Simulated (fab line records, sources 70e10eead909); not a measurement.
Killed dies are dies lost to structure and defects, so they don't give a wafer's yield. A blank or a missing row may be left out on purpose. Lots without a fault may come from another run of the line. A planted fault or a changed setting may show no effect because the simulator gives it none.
Which tool did it? | flow nand_harc | 24 lots, 72 wafers sampled, at 6 steps of a route of 1302

WHAT THE GAUGES READ, wafer by wafer
The record holds no reading of a measuring or inspecting step that can be judged against a usual standard deviation.

WHICH TOOL RAN EACH LOT (tool, then ch and the chambers of the sampled wafers, then the start)
lot  | NHARC_A_WL_FILL_ETCHBACK_17       | NHARC_A_CONTACT_ETCH_116             | NHARC_A_CONTACT_ETCH_118             | NHARC_A_CONTACT_ETCH_122             | NHARC_A_CONTACT_ETCH_123             | NHARC_A_CONTACT_ETCH_96
L074 | rie_metal-03 ch 0,1, day 20 08:22 | har_cap_etch-01 ch 0,1, day 21 00:20 | har_cap_etch-01 ch 0,1, day 21 00:40 | har_cap_etch-01 ch 0,1, day 21 01:21 | har_cap_etch-01 ch 0,1, day 21 01:35 | rie_diel-08 ch 2,3, no start
L075 | rie_metal-01 ch 0,1, day 21 07:37 | har_cap_etch-02 ch 0,1, day 21 22:44 | har_cap_etch-02 ch 0,1, day 21 23:05 | har_cap_etch-02 ch 0,1, day 21 23:46 | har_cap_etch-02 ch 0,1, day 21 23:59 | rie_diel-08 ch 2,3, no start
L076 | rie_metal-02 ch 0,1, day 22 01:29 | har_cap_etch-01 ch 0,1, day 22 16:29 | har_cap_etch-01 ch 0,1, day 22 16:49 | har_cap_etch-01 ch 0,1, day 22 17:30 | har_cap_etch-01 ch 0,1, day 22 17:40 | rie_diel-12 ch 0,2,3, no start
L077 | rie_metal-01 ch 0,1, day 22 07:47 | har_cap_etch-03 ch 0,1, day 22 22:28 | har_cap_etch-03 ch 0,1, day 22 22:49 | har_cap_etch-03 ch 0,1, day 22 23:29 | har_cap_etch-03 ch 0,1, day 22 23:40 | rie_diel-08 ch 0,1,3, no start
L078 | rie_metal-03 ch 0,1, day 22 07:48 | har_cap_etch-02 ch 0,1, day 22 23:14 | har_cap_etch-02 ch 0,1, day 22 23:34 | har_cap_etch-02 ch 0,1, day 23 00:16 | har_cap_etch-02 ch 0,1, day 23 00:26 | rie_diel-08 ch 1,2,3, no start
L079 | rie_metal-01 ch 0,1, day 23 11:00 | har_cap_etch-03 ch 0,1, day 24 02:33 | har_cap_etch-03 ch 0,1, day 24 02:54 | har_cap_etch-03 ch 0,1, day 24 03:34 | har_cap_etch-03 ch 0,1, day 24 03:49 | rie_diel-08 ch 0,1,2, no start
L080 | rie_metal-03 ch 0,1, day 23 12:01 | har_cap_etch-01 ch 0,1, day 24 01:49 | har_cap_etch-01 ch 0,1, day 24 02:09 | har_cap_etch-01 ch 0,1, day 24 02:50 | har_cap_etch-01 ch 0,1, day 24 03:07 | rie_diel-12 ch 0,2,3, no start
L081 | rie_metal-01 ch 0,1, day 23 15:48 | har_cap_etch-02 ch 0,1, day 24 06:54 | har_cap_etch-02 ch 0,1, day 24 07:15 | har_cap_etch-02 ch 0,1, day 24 07:56 | har_cap_etch-02 ch 0,1, day 24 08:13 | rie_diel-12 ch 0,3, no start
L082 | rie_metal-02 ch 0,1, day 24 04:03 | har_cap_etch-01 ch 0,1, day 25 00:07 | har_cap_etch-01 ch 0,1, day 25 00:28 | har_cap_etch-01 ch 0,1, day 25 01:08 | har_cap_etch-01 ch 0,1, day 25 01:19 | rie_diel-12 ch 1,2,3, no start
L083 | rie_metal-03 ch 0,1, day 24 15:44 | har_cap_etch-01 ch 0, day 25 06:35   | har_cap_etch-01 ch 0, day 25 06:56   | har_cap_etch-01 ch 0, day 25 07:37   | har_cap_etch-01 ch 0, day 25 07:50   | rie_diel-12 ch 0,2, no start
L085 | rie_metal-03 ch 0,1, day 25 06:30 | har_cap_etch-02 ch 0,1, day 25 21:29 | har_cap_etch-02 ch 0,1, day 25 21:50 | har_cap_etch-02 ch 0,1, day 25 22:31 | har_cap_etch-02 ch 0,1, day 25 22:41 | rie_diel-08 ch 0,2, no start
L084 | rie_metal-03 ch 0,1, day 25 09:16 | har_cap_etch-03 ch 0,1, day 26 00:13 | har_cap_etch-03 ch 0,1, day 26 00:34 | har_cap_etch-03 ch 0,1, day 26 01:14 | har_cap_etch-03 ch 0,1, day 26 01:28 | rie_diel-08 ch 0,1,2, no start
L086 | rie_metal-02 ch 0,1, day 25 12:17 | har_cap_etch-02 ch 0,1, day 26 06:38 | har_cap_etch-02 ch 0,1, day 26 06:59 | har_cap_etch-02 ch 0,1, day 26 07:40 | har_cap_etch-02 ch 0,1, day 26 07:50 | rie_diel-12 ch 0,2, no start
L088 | rie_metal-02 ch 0,1, day 26 04:50 | har_cap_etch-03 ch 0,1, day 26 22:29 | har_cap_etch-03 ch 0,1, day 26 22:50 | har_cap_etch-03 ch 0,1, day 26 23:31 | har_cap_etch-03 ch 0,1, day 26 23:44 | rie_diel-09 ch 0,1,2, no start
L087 | rie_metal-01 ch 0,1, day 26 04:50 | har_cap_etch-01 ch 0,1, day 26 20:51 | har_cap_etch-01 ch 0,1, day 26 21:11 | har_cap_etch-01 ch 0,1, day 26 21:53 | har_cap_etch-01 ch 0,1, day 26 22:07 | rie_diel-08 ch 0,1,3, no start
L090 | rie_metal-01 ch 0,1, day 27 01:32 | har_cap_etch-02 ch 0,1, day 27 16:19 | har_cap_etch-02 ch 0,1, day 27 16:39 | har_cap_etch-02 ch 0,1, day 27 17:20 | har_cap_etch-02 ch 0,1, day 27 17:34 | rie_diel-12 ch 1,3, no start
L089 | rie_metal-03 ch 0, day 27 04:41   | har_cap_etch-03 ch 1, day 27 19:22   | har_cap_etch-03 ch 1, day 27 19:43   | har_cap_etch-03 ch 1, day 27 20:24   | har_cap_etch-03 ch 1, day 27 20:38   | rie_diel-12 ch 1,2, no start
L092 | rie_metal-02 ch 0,1, day 28 06:00 | har_cap_etch-01 ch 1, day 28 20:53   | har_cap_etch-01 ch 1, day 28 21:14   | har_cap_etch-01 ch 1, day 28 21:56   | har_cap_etch-01 ch 1, day 28 22:06   | rie_diel-12 ch 0,1,3, no start
L091 | rie_metal-02 ch 0,1, day 28 15:30 | har_cap_etch-02 ch 0,1, day 29 06:20 | har_cap_etch-02 ch 0,1, day 29 06:41 | har_cap_etch-02 ch 0,1, day 29 07:22 | har_cap_etch-02 ch 0,1, day 29 07:32 | rie_diel-08 ch 1,2, no start
L094 | rie_metal-03 ch 0, day 29 05:30   | har_cap_etch-03 ch 0,1, day 29 20:26 | har_cap_etch-03 ch 0,1, day 29 20:46 | har_cap_etch-03 ch 0,1, day 29 21:28 | har_cap_etch-03 ch 0,1, day 29 21:38 | rie_diel-12 ch 1,3, no start
L093 | rie_metal-01 ch 0,1, day 29 05:34 | har_cap_etch-01 ch 0,1, day 29 21:16 | har_cap_etch-01 ch 0,1, day 29 21:36 | har_cap_etch-01 ch 0,1, day 29 22:17 | har_cap_etch-01 ch 0,1, day 29 22:37 | rie_diel-12 ch 0,1,2, no start
L095 | rie_metal-03 ch 0,1, day 29 22:48 | har_cap_etch-02 ch 0,1, day 30 13:56 | har_cap_etch-02 ch 0,1, day 30 14:16 | har_cap_etch-02 ch 0,1, day 30 14:57 | har_cap_etch-02 ch 0,1, day 30 15:11 | rie_diel-09 ch 0,3, no start
L096 | rie_metal-03 ch 1, day 30 12:25   | har_cap_etch-02 ch 1, day 31 03:17   | har_cap_etch-02 ch 1, day 31 03:37   | har_cap_etch-02 ch 1, day 31 04:19   | har_cap_etch-02 ch 1, day 31 04:29   | rie_diel-12 ch 1,2, day 31 05:37
L097 | rie_metal-03 ch 0,1, day 31 09:12 | har_cap_etch-01 ch 0,1, day 32 00:18 | har_cap_etch-01 ch 0,1, day 32 00:38 | har_cap_etch-01 ch 0,1, day 32 01:20 | har_cap_etch-01 ch 0,1, day 32 01:30 | rie_diel-12 ch 1,3, no start
- NHARC_A_WL_FILL_ETCHBACK_17: etches the open film in Cl2/BCl3, target depth 4 nm, time 26.7 s.
- NHARC_A_CONTACT_ETCH_116: etches the open film in C4F8/O2/Ar, time 190 s, target depth 1850 nm.
- NHARC_A_CONTACT_ETCH_118: etches the open film in C4F8/O2/Ar, time 190 s, target depth 1850 nm.
- NHARC_A_CONTACT_ETCH_122: etches the open film in C4F8/O2/Ar, time 190 s, target depth 1850 nm.
- NHARC_A_CONTACT_ETCH_123: etches the open film in C4F8/O2/Ar, time 490 s, target depth 2110 nm.
- NHARC_A_CONTACT_ETCH_96: etches the open film in C4F6/O2, target depth 20 nm, time 10 s.

WHAT THE TOOLS THEMSELVES READ (means of the sampled wafers that have a number; where no wafer has one, the mark that the record gives instead)
NHARC_A_WL_FILL_ETCHBACK_17. Usual: drypump_motor_current_A 5.7 A, standard deviation 0.45; he_backside_leak_sccm 3.36 sccm, standard deviation 0.16; oes_product_au 0.997 a.u., standard deviation 0.01.
lot  | tool         | drypump_motor_current_A (A) | he_backside_leak_sccm (sccm) | oes_product_au (a.u.) | flag
L074 | rie_metal-03 | 5.8                         | 3.23                         | 0.989                 |
L075 | rie_metal-01 | 6.1                         | 3.34                         | 0.988                 |
L076 | rie_metal-02 | 5.8                         | 3.33                         | 1.006                 |
L077 | rie_metal-01 | 6.1                         | 3.43                         | 0.999                 |
L078 | rie_metal-03 | 5.7                         | 3.35                         | 0.995                 |
L079 | rie_metal-01 | 6.1                         | 3.44                         | 0.999                 |
L080 | rie_metal-03 | 5.8                         | 3.29                         | 0.999                 |
L081 | rie_metal-01 | 5.7                         | 3.33                         | 1.000                 |
L082 | rie_metal-02 | 5.7                         | 3.48                         | 1.001                 |
L083 | rie_metal-03 | 5.7                         | 3.27                         | 1.001                 |
L085 | rie_metal-03 | 5.8                         | 3.35                         | 1.000                 |
L084 | rie_metal-03 | 5.7                         | 3.22                         | 0.996                 |
L086 | rie_metal-02 | 5.3                         | 3.34                         | 1.010                 |
L088 | rie_metal-02 | 5.8                         | 3.59                         | 1.005                 |
L087 | rie_metal-01 | 6.1                         | 3.26                         | 0.990                 |
L090 | rie_metal-01 | 5.7                         | 3.36                         | 0.984                 |
L089 | rie_metal-03 | 5.8                         | 3.21                         | 1.008                 |
L092 | rie_metal-02 | 5.3                         | 3.50                         | 0.992                 |
L091 | rie_metal-02 | 5.3                         | 3.51                         | 0.992                 |
L094 | rie_metal-03 | 5.7                         | 3.48                         | 1.001                 |
L093 | rie_metal-01 | 5.7                         | 3.29                         | 0.975                 |
L095 | rie_metal-03 | 5.7                         | 3.38                         | 1.010                 |
L096 | rie_metal-03 | 5.7                         | 3.42                         | 1.012                 |
L097 | rie_metal-03 | 5.8                         | 3.28                         | 0.990                 |

NHARC_A_CONTACT_ETCH_96. Usual: bias_w 499.8 W, standard deviation 1.3; drypump_motor_current_A 6.2 A, standard deviation 0.43; oes_product_au 0.964 a.u., standard deviation 0.025; rf_vpp_V 546 V, standard deviation 3.4; showerhead_plenum_p_Torr 3.90 Torr, standard deviation 0.16; throttle_valve_pct 26.904 %, standard deviation 0.01.
lot  | tool        | bias_w (W) | drypump_motor_current_A (A) | oes_product_au (a.u.) | rf_vpp_V (V) | showerhead_plenum_p_Torr (Torr) | throttle_valve_pct (%) | flag
L074 | rie_diel-08 | 499.9      | 6.3                         | 0.942                 | 550          | 4.06                            | 26.904                 |
L075 | rie_diel-08 | 500.8      | 6.3                         | 0.949                 | 545          | 3.91                            | 26.907                 |
L076 | rie_diel-12 | 500.6      | 6.0                         | 0.951                 | 547          | 3.86                            | 26.909                 |
L077 | rie_diel-08 | 498.7      | 6.2                         | 0.948                 | 547          | 3.95                            | 26.905                 |
L078 | rie_diel-08 | 498.7      | 6.2                         | 0.956                 | 549          | 4.04                            | 26.911                 |
L079 | rie_diel-08 | 500.4      | 6.2                         | 1.005                 | 550          | 4.09                            | 26.902                 |
L080 | rie_diel-12 | 500.7      | 6.0                         | 0.945                 | 546          | 3.86                            | 26.908                 |
L081 | rie_diel-12 | 498.8      | 6.1                         | 1.009                 | 544          | 3.79                            | 26.909                 |
L082 | rie_diel-12 | 501.3      | 6.0                         | 0.953                 | 545          | 3.81                            | 26.902                 |
L083 | rie_diel-12 | 501.0      | 5.9                         | 0.951                 | 548          | 3.92                            | 26.895                 |
L085 | rie_diel-08 | 499.9      | 6.3                         | 1.012                 | 550          | 4.09                            | 26.905                 |
L084 | rie_diel-08 | 500.2      | 6.2                         | 0.948                 | 550          | 4.08                            | 26.902                 |
L086 | rie_diel-12 | 500.7      | 6.3                         | 0.940                 | 546          | 3.89                            | 26.897                 |
L088 | rie_diel-09 | 499.6      | 6.1                         | 0.960                 | 545          | 3.83                            | 26.903                 |
L087 | rie_diel-08 | 500.5      | 6.2                         | 0.956                 | 547          | 3.93                            | 26.899                 |
L090 | rie_diel-12 | 501.0      | 6.1                         | 0.940                 | 543          | 3.74                            | 26.897                 |
L089 | rie_diel-12 | 500.7      | 6.3                         | 0.934                 | 544          | 3.80                            | 26.894                 |
L092 | rie_diel-12 | 498.1      | 6.4                         | 0.968                 | 544          | 3.78                            | 26.904                 |
L091 | rie_diel-08 | 498.8      | 6.1                         | 0.956                 | 551          | 4.14                            | 26.900                 |
L094 | rie_diel-12 | 499.9      | 6.4                         | 0.990                 | 543          | 3.73                            | 26.906                 |
L093 | rie_diel-12 | 499.9      | 6.3                         | 0.957                 | 545          | 3.84                            | 26.893                 |
L095 | rie_diel-09 | 499.6      | 6.3                         | 0.983                 | 543          | 3.79                            | 26.890                 |
L096 | rie_diel-12 | 498.8      | 5.9                         | 0.964                 | 546          | 3.86                            | 26.900                 |
L097 | rie_diel-12 | 499.8      | 6.5                         | 0.993                 | 543          | 3.73                            | 26.907                 |

THE ANSWER, worked out from the rows above alone
Rule: a lot is off if the mean of its wafers that have a number lies more than 3 standard deviations from the usual mean. A lot without any number at a reading at which 4 lots or more have one is off too. The other lots that the step has rows for count as sound. The gauges are gone through in route order, then the tools' own readings, and for those a lot's mean is taken as printed above. The first step at which some lot is off is used, and at that step the reading that is off furthest; a lot without a number counts as furthest.
No lot is off at any reading shown: from this, nothing can be told.

WHAT THE SIMULATOR HAD PUT IN
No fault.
